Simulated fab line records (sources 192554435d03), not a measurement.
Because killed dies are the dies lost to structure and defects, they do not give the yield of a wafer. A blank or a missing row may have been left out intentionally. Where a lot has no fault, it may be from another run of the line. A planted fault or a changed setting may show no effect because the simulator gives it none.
Which tool was responsible? -- flow n5-finfet -- 23 lots, 69 wafers sampled, at 6 steps of a route of 1938

## WHAT THE GAUGES SHOWED, per wafer
Not one reading of a measure or inspect step in the record can be checked against a usual standard deviation.

## WHICH TOOL RAN EACH LOT (tool, then ch and the chambers of the sampled wafers, then the start)
lot,N5_SDB_STRIP_22,N5_SDB_ALD_29,N5_HKMG_FIN_STRIP_19,N5_GATE_CUT_VAPOR_ETCH_60,N5_GATE_CUT_DESCUM_18,N5_MOL_CONTACT_COAG_DESCUM_13
L074,"plasma-asher-02 ch 0,1, day 4 06:56","ald-sin-03 ch 0,1,3, day 4 07:25","plasma-asher-01 ch 0,1, day 4 16:29","rie-metal-03 ch 0,1, day 4 20:45","rie-diel-06 ch 1,3, day 5 00:22","rie-diel-05 ch 0, day 5 06:19"
L075,"plasma-asher-02 ch 0,1, day 4 08:56","ald-sin-02 ch 1,2,3, day 4 09:47","plasma-asher-02 ch 0,1, day 4 18:53","rie-metal-01 ch 0,1, day 4 22:57","rie-diel-04 ch 2,3, day 5 02:37","rie-diel-03 ch 0,3, day 5 07:36"
L076,"plasma-asher-01 ch 0,1, day 4 09:26","ald-sin-04 ch 0,1,2, day 4 09:53","plasma-asher-02 ch 0,1, day 4 19:22","rie-metal-02 ch 0,1, day 4 23:26","rie-diel-02 ch 0,2,3, day 5 03:43","rie-diel-03 ch 0,2, day 5 08:28"
L078,"plasma-asher-02 ch 1, day 4 16:58","ald-sin-02 ch 1,2, day 4 17:27","plasma-asher-02 ch 0,1, day 5 02:44","rie-metal-03 ch 0,1, day 5 06:50","rie-diel-02 ch 0,1, day 5 10:25","rie-diel-03 ch 0,2, day 5 15:20"
L077,"plasma-asher-01 ch 0,1, day 4 20:41","ald-sin-02 ch 0,3, day 4 21:08","plasma-asher-02 ch 0,1, day 5 06:47","rie-metal-02 ch 0,1, day 5 11:11","rie-diel-04 ch 1,2, day 5 15:23","rie-diel-01 ch 1,2, day 5 22:26"
L080,"plasma-asher-02 ch 0,1, day 5 07:37","ald-sin-04 ch 0,1,3, day 5 08:43","plasma-asher-01 ch 0,1, day 5 17:53","rie-metal-03 ch 0,1, day 5 22:14","rie-diel-06 ch 0,1,2, day 6 02:18","rie-diel-03 ch 0,1,3, day 6 06:05"
L079,"plasma-asher-01 ch 0,1, day 5 08:17","ald-sin-02 ch 0,2,3, day 5 09:07","plasma-asher-02 ch 0,1, day 5 18:43","rie-metal-02 ch 0, day 5 23:08","rie-diel-06 ch 0,1,3, day 6 03:57","rie-diel-01 ch 1,3, day 6 07:54"
L081,"plasma-asher-02 ch 0,1, day 5 13:08","ald-sin-02 ch 1,2, day 5 13:37","plasma-asher-02 ch 0,1, day 5 23:02","rie-metal-03 ch 0,1, day 6 03:21","rie-diel-06 ch 0,1,2, day 6 06:59","rie-diel-03 ch 1,2,3, day 6 10:59"
L082,"plasma-asher-01 ch 0,1, day 5 21:32","ald-sin-04 ch 0,1,3, day 5 22:04","plasma-asher-02 ch 0,1, day 6 07:03","rie-metal-01 ch 0,1, day 6 11:07","rie-diel-02 ch 0,1,2, day 6 16:14","rie-diel-03 ch 0,1,3, day 6 20:01"
L083,"plasma-asher-02 ch 0,1, day 5 21:56","ald-sin-03 ch 0,1,3, day 5 22:29","plasma-asher-01 ch 0,1, day 6 07:34","rie-metal-03 ch 0,1, day 6 11:42","rie-diel-02 ch 1,2,3, day 6 18:56","rie-diel-03 ch 0,3, day 6 22:43"
L084,"plasma-asher-01 ch 0,1, day 6 04:35","ald-sin-04 ch 1,2,3, day 6 05:08","plasma-asher-01 ch 0,1, day 6 14:13","rie-metal-03 ch 0,1, day 6 18:18","rie-diel-06 ch 0,1,3, day 6 23:29","rie-diel-01 ch 0,1,2, day 7 03:25"
L085,"plasma-asher-02 ch 0,1, day 6 14:29","ald-sin-02 ch 0,1,2, day 6 15:06","plasma-asher-02 ch 0,1, day 7 00:16","rie-metal-03 ch 1, day 7 04:21","rie-diel-06 ch 0,1,3, day 7 07:46","rie-diel-01 ch 0,2,3, day 7 11:43"
L087,"plasma-asher-01 ch 0,1, day 7 01:07","ald-sin-02 ch 0,1,3, day 7 01:37","plasma-asher-01 ch 0,1, day 7 10:26","rie-metal-03 ch 0,1, day 7 14:31","rie-diel-02 ch 0,3, day 7 18:15","rie-diel-01 ch 0,3, day 7 22:37"
L088,"plasma-asher-01 ch 0,1, day 7 11:10","ald-sin-04 ch 2,3, day 7 11:39","plasma-asher-01 ch 0,1, day 7 20:36","rie-metal-03 ch 0,1, day 8 00:49","rie-diel-02 ch 1,3, day 8 04:34","rie-diel-01 ch 1,3, day 8 08:35"
L089,"plasma-asher-02 ch 0,1, day 7 18:56","ald-sin-04 ch 0,3, day 7 19:44","plasma-asher-01 ch 0,1, day 8 04:29","rie-metal-02 ch 0, day 8 08:48","rie-diel-02 ch 1,3, day 8 12:26","rie-diel-01 ch 0,2,3, day 8 16:33"
L090,"plasma-asher-02 ch 0, day 7 19:49","ald-sin-03 ch 0,1, day 7 20:33","plasma-asher-01 ch 0,1, day 8 05:29","rie-metal-03 ch 0,1, day 8 09:34","rie-diel-06 ch 0,3, day 8 14:13","rie-diel-01 ch 1,2, day 8 21:44"
L091,"plasma-asher-02 ch 0,1, day 7 23:44","ald-sin-04 ch 0,1, day 8 00:13","plasma-asher-01 ch 0,1, day 8 09:16","rie-metal-01 ch 0,1, day 8 13:24","rie-diel-04 ch 1,2, day 8 17:20","rie-diel-05 ch 0,1,2, day 8 21:59"
L092,"plasma-asher-01 ch 0,1, day 8 08:37","ald-sin-03 ch 0,2,3, day 8 09:06","plasma-asher-01 ch 0,1, day 8 17:49","rie-metal-02 ch 0,1, day 8 21:59","rie-diel-02 ch 0,1,2, day 9 01:33","rie-diel-01 ch 0,1,3, day 9 05:20"
L093,"plasma-asher-02 ch 1, day 8 16:50","ald-sin-03 ch 0,1,2, day 8 17:20","plasma-asher-02 ch 0,1, day 9 02:29","rie-metal-03 ch 0, day 9 06:34","rie-diel-04 ch 2,3, day 9 10:16","rie-diel-01 ch 0,1,3, day 9 14:05"
L094,"plasma-asher-01 ch 0,1, day 8 20:25","ald-sin-04 ch 0,2,3, day 8 21:13","plasma-asher-01 ch 0,1, day 9 05:47","rie-metal-03 ch 0,1, day 9 09:51","rie-diel-02 ch 0,1,2, day 9 13:41","rie-diel-01 ch 0,2,3, day 9 17:41"
L095,"plasma-asher-01 ch 0,1, day 9 03:28","ald-sin-04 ch 0,2,3, day 9 03:58","plasma-asher-01 ch 0,1, day 9 12:35","rie-metal-01 ch 0,1, day 9 16:49","rie-diel-04 ch 0,1,3, day 9 20:22","rie-diel-05 ch 0,3, day 10 00:09"
L096,"plasma-asher-01 ch 0,1, day 9 08:29","ald-sin-02 ch 0,1, day 9 08:59","plasma-asher-01 ch 0,1, day 9 17:39","rie-metal-01 ch 0,1, day 9 22:20","rie-diel-06 ch 0,2,3, day 10 02:33","rie-diel-03 ch 0,1,3, day 10 06:20"
L097,"plasma-asher-02 ch 0,1, day 9 12:54","ald-sin-03 ch 1,2,3, day 9 13:23","plasma-asher-02 ch 0,1, day 9 22:48","rie-metal-02 ch 0,1, day 10 03:10","rie-diel-02 ch 2,3, day 10 06:35","rie-diel-01 ch 2,3, day 10 10:30"
- N5_SDB_STRIP_22: strips in N2/H2.
- N5_SDB_ALD_29: deposits SiNx, target thk 30 nm, pulse time 1 s, ald cycles 600.
- N5_HKMG_FIN_STRIP_19: strips in N2/H2, time 360 s.
- N5_GATE_CUT_VAPOR_ETCH_60: etches HfO2 in BCl3/Cl2.
- N5_GATE_CUT_DESCUM_18: chemistry O2, time 7 s.
- N5_MOL_CONTACT_COAG_DESCUM_13: chemistry O2, time 7 s.

## AS READ BY THE TOOLS THEMSELVES (means over the sampled wafers that have a number; for cases with no such wafer, the mark the record gives instead)
N5_SDB_STRIP_22. Usual: drypump-motor-current-A 5.9 A, standard deviation 0.32; heater-power-w 329 W, standard deviation 33; n2-flow-sccm 1750 sccm, standard deviation 4.8; oes-product-au 0.715 a.u., standard deviation 0.0044; strip-time-to-endpoint-s 96.2 s, standard deviation 0.36.
lot,tool,drypump-motor-current-A (A),heater-power-w (W),n2-flow-sccm (sccm),oes-product-au (a.u.),strip-time-to-endpoint-s (s),flag
L074,plasma-asher-02,5.6,300,1744,0.719,96.1,
L075,plasma-asher-02,5.6,315,1746,0.715,96.2,
L076,plasma-asher-01,6.2,351,1752,0.718,96.3,
L078,plasma-asher-02,5.6,336,1751,0.718,95.8,
L077,plasma-asher-01,6.3,354,1749,0.713,96.1,
L080,plasma-asher-02,5.6,318,1751,0.717,96.2,
L079,plasma-asher-01,6.2,356,1750,0.715,96.0,
L081,plasma-asher-02,5.6,299,1747,0.714,96.3,
L082,plasma-asher-01,6.3,354,1753,0.709,96.3,
L083,plasma-asher-02,5.7,298,1752,0.711,96.2,
L084,plasma-asher-01,6.2,352,1750,0.712,95.9,
L085,plasma-asher-02,5.7,296,1752,0.714,96.1,
L087,plasma-asher-01,6.3,362,1753,0.714,96.7,
L088,plasma-asher-01,6.3,351,1748,0.717,96.0,
L089,plasma-asher-02,5.6,316,1747,0.712,96.1,
L090,plasma-asher-02,5.7,278,1743,0.713,96.6,
L091,plasma-asher-02,5.6,300,1750,0.717,96.4,
L092,plasma-asher-01,6.3,360,1752,0.715,96.1,
L093,plasma-asher-02,5.6,341,1747,0.715,96.4,
L094,plasma-asher-01,6.2,352,1745,0.711,95.9,
L095,plasma-asher-01,6.3,351,1750,0.715,96.3,
L096,plasma-asher-01,6.3,355,1753,0.714,96.0,
L097,plasma-asher-02,5.6,300,1745,0.716,95.8,

N5_SDB_ALD_29. Usual: chamber-pressure-Torr 2.000 Torr, standard deviation 0.0045; heater-power-w 826 W, standard deviation 83; precursor-pulse-height-rel 0.999, standard deviation 0.02.
lot,tool,chamber-pressure-Torr (Torr),heater-power-w (W),precursor-pulse-height-rel,flag
L074,ald-sin-03,1.999,876,1.022,
L075,ald-sin-02,2.000,829,1.010,
L076,ald-sin-04,1.999,790,1.001,
L078,ald-sin-02,2.002,766,0.986,
L077,ald-sin-02,2.001,872,1.005,
L080,ald-sin-04,2.005,811,0.986,
L079,ald-sin-02,2.000,807,0.991,
L081,ald-sin-02,2.001,794,1.018,
L082,ald-sin-04,2.000,793,1.001,
L083,ald-sin-03,2.002,873,0.984,
L084,ald-sin-04,2.003,845,0.990,
L085,ald-sin-02,2.001,772,0.995,
L087,ald-sin-02,1.998,832,1.010,
L088,ald-sin-04,1.999,923,1.002,
L089,ald-sin-04,1.999,837,1.004,
L090,ald-sin-03,1.997,900,0.997,
L091,ald-sin-04,1.998,755,1.001,
L092,ald-sin-03,1.996,878,1.005,
L093,ald-sin-03,1.997,863,1.005,
L094,ald-sin-04,2.000,868,1.013,
L095,ald-sin-04,1.999,865,0.994,
L096,ald-sin-02,1.995,758,0.976,
L097,ald-sin-03,2.000,860,1.000,

N5_HKMG_FIN_STRIP_19. Usual: drypump-motor-current-A 6.0 A, standard deviation 0.31; heater-power-w 467 W, standard deviation 43; n2-flow-sccm 1750 sccm, standard deviation 4.9.
lot,tool,drypump-motor-current-A (A),heater-power-w (W),n2-flow-sccm (sccm),flag
L074,plasma-asher-01,6.2,487,1745,
L075,plasma-asher-02,5.6,452,1748,
L076,plasma-asher-02,5.6,448,1753,
L078,plasma-asher-02,5.7,421,1747,
L077,plasma-asher-02,5.7,419,1754,
L080,plasma-asher-01,6.2,493,1753,
L079,plasma-asher-02,5.6,416,1747,
L081,plasma-asher-02,5.6,442,1748,
L082,plasma-asher-02,5.6,444,1751,
L083,plasma-asher-01,6.3,494,1748,
L084,plasma-asher-01,6.3,501,1750,
L085,plasma-asher-02,5.6,419,1749,
L087,plasma-asher-01,6.2,491,1748,
L088,plasma-asher-01,6.2,480,1746,
L089,plasma-asher-01,6.2,499,1748,
L090,plasma-asher-01,6.3,498,1751,
L091,plasma-asher-01,6.2,497,1751,
L092,plasma-asher-01,6.2,499,1752,
L093,plasma-asher-02,5.6,424,1751,
L094,plasma-asher-01,6.2,502,1747,
L095,plasma-asher-01,6.2,481,1748,
L096,plasma-asher-01,6.3,496,1750,
L097,plasma-asher-02,5.6,416,1759,

N5_GATE_CUT_VAPOR_ETCH_60. Usual: drypump-motor-current-A 5.9 A, standard deviation 0.37; oes-product-au 0.78 a.u., standard deviation 0.093.
lot,tool,drypump-motor-current-A (A),oes-product-au (a.u.),flag
L074,rie-metal-03,6.1,0.72,
L075,rie-metal-01,6.0,0.78,
L076,rie-metal-02,5.3,0.89,
L078,rie-metal-03,6.1,0.72,
L077,rie-metal-02,5.3,0.88,
L080,rie-metal-03,6.2,0.79,
L079,rie-metal-02,5.9,0.86,
L081,rie-metal-03,6.1,0.71,
L082,rie-metal-01,6.0,0.78,
L083,rie-metal-03,6.1,0.71,
L084,rie-metal-03,6.1,0.72,
L085,rie-metal-03,6.0,0.64,
L087,rie-metal-03,6.1,0.70,
L088,rie-metal-03,6.2,0.76,
L089,rie-metal-02,5.9,0.85,
L090,rie-metal-03,6.1,0.70,
L091,rie-metal-01,6.0,0.77,
L092,rie-metal-02,5.6,0.85,
L093,rie-metal-03,6.2,0.83,
L094,rie-metal-03,6.1,0.69,
L095,rie-metal-01,6.0,0.76,
L096,rie-metal-01,5.9,0.77,
L097,rie-metal-02,5.6,0.84,

N5_GATE_CUT_DESCUM_18. Usual: drypump-motor-current-A 5.5 A, standard deviation 0.34; oes-product-au 0.75 a.u., standard deviation 0.077; rf-vpp-V 242.5 V, standard deviation 1.3; showerhead-plenum-p-Torr 2.06 Torr, standard deviation 0.064; throttle-valve-pct 20.46 %, standard deviation 0.24.
lot,tool,drypump-motor-current-A (A),oes-product-au (a.u.),rf-vpp-V (V),showerhead-plenum-p-Torr (Torr),throttle-valve-pct (%),flag
L074,rie-diel-06,5.4,0.75,242.1,2.02,20.69,
L075,rie-diel-04,5.4,0.72,243.9,2.16,20.54,
L076,rie-diel-02,5.5,0.73,241.9,2.10,20.48,
L078,rie-diel-02,5.8,0.73,243.2,2.04,20.19,
L077,rie-diel-04,5.6,0.73,243.7,2.12,20.54,
L080,rie-diel-06,5.3,0.81,241.5,2.08,20.34,
L079,rie-diel-06,5.3,0.81,241.3,2.03,20.48,
L081,rie-diel-06,5.3,0.80,242.5,2.08,20.35,
L082,rie-diel-02,5.6,0.71,242.4,2.06,20.30,
L083,rie-diel-02,5.7,0.73,242.4,2.04,20.33,
L084,rie-diel-06,5.3,0.79,242.3,2.03,20.50,
L085,rie-diel-06,5.3,0.79,241.5,2.02,20.51,
L087,rie-diel-02,5.5,0.71,244.3,2.11,20.60,
L088,rie-diel-02,5.9,0.72,242.1,2.01,20.28,
L089,rie-diel-02,5.8,0.72,242.0,2.04,20.49,
L090,rie-diel-06,5.1,0.83,242.0,2.05,20.50,
L091,rie-diel-04,5.9,0.70,241.6,2.05,20.57,
L092,rie-diel-02,5.7,0.80,242.4,2.06,20.19,
L093,rie-diel-04,5.4,0.70,243.8,2.15,20.59,
L094,rie-diel-02,5.6,0.80,242.8,2.06,20.22,
L095,rie-diel-04,5.9,0.76,241.7,2.04,20.50,
L096,rie-diel-06,5.2,0.78,243.2,2.08,20.59,
L097,rie-diel-02,5.6,0.70,242.4,2.05,20.45,

N5_MOL_CONTACT_COAG_DESCUM_13. Usual: drypump-motor-current-A 5.9 A, standard deviation 0.54; oes-product-au 0.81 a.u., standard deviation 0.075; rf-vpp-V 242.8 V, standard deviation 1.5; showerhead-plenum-p-Torr 2.07 Torr, standard deviation 0.08; throttle-valve-pct 20.37 %, standard deviation 0.24.
lot,tool,drypump-motor-current-A (A),oes-product-au (a.u.),rf-vpp-V (V),showerhead-plenum-p-Torr (Torr),throttle-valve-pct (%),flag
L074,rie-diel-05,5.4,0.91,244.0,2.12,20.10,
L075,rie-diel-03,5.9,0.82,243.2,2.07,20.54,
L076,rie-diel-03,6.5,0.89,243.2,2.10,20.43,
L078,rie-diel-03,6.5,0.89,243.2,2.10,20.44,
L077,rie-diel-01,6.1,0.84,243.2,2.09,20.18,
L080,rie-diel-03,6.0,0.82,243.1,2.11,20.49,
L079,rie-diel-01,6.0,0.84,241.6,2.01,20.11,
L081,rie-diel-03,6.3,0.82,243.9,2.14,20.54,
L082,rie-diel-03,6.0,0.80,244.4,2.11,20.50,
L083,rie-diel-03,5.7,0.75,243.8,2.11,20.77,
L084,rie-diel-01,6.0,0.79,243.2,2.07,20.35,
L085,rie-diel-01,5.6,0.75,242.3,2.03,20.40,
L087,rie-diel-01,5.5,0.76,240.7,1.95,20.33,
L088,rie-diel-01,6.0,0.83,241.3,2.01,20.13,
L089,rie-diel-01,5.6,0.75,241.8,2.03,20.42,
L090,rie-diel-01,5.8,0.75,243.3,2.12,20.33,
L091,rie-diel-05,5.7,0.84,243.3,2.11,20.34,
L092,rie-diel-01,5.9,0.78,241.7,1.99,20.29,
L093,rie-diel-01,5.9,0.77,241.4,1.99,20.30,
L094,rie-diel-01,5.6,0.73,242.1,2.02,20.43,
L095,rie-diel-05,5.4,0.85,243.1,2.08,20.14,
L096,rie-diel-03,6.0,0.78,243.5,2.10,20.54,
L097,rie-diel-01,5.2,0.72,241.8,1.99,20.32,

## THE ANSWER, worked out from the rows above alone
Rule: a lot counts as off when the mean over its wafers that have a number is more than 3 standard deviations away from the usual mean. Also off: a lot with no number at a reading for which 4 or more lots have one. Any other lot the step has rows for is counted as sound. The gauges are gone through in route order, then the tools' own readings, and for those a lot's mean is taken as printed above. At the first step where some lot is off, the reading lying furthest off is the one used; lots without a number count as furthest.
None of the lots is off at any reading shown; this tells nothing.

## WHAT WAS PUT IN BY THE SIMULATOR
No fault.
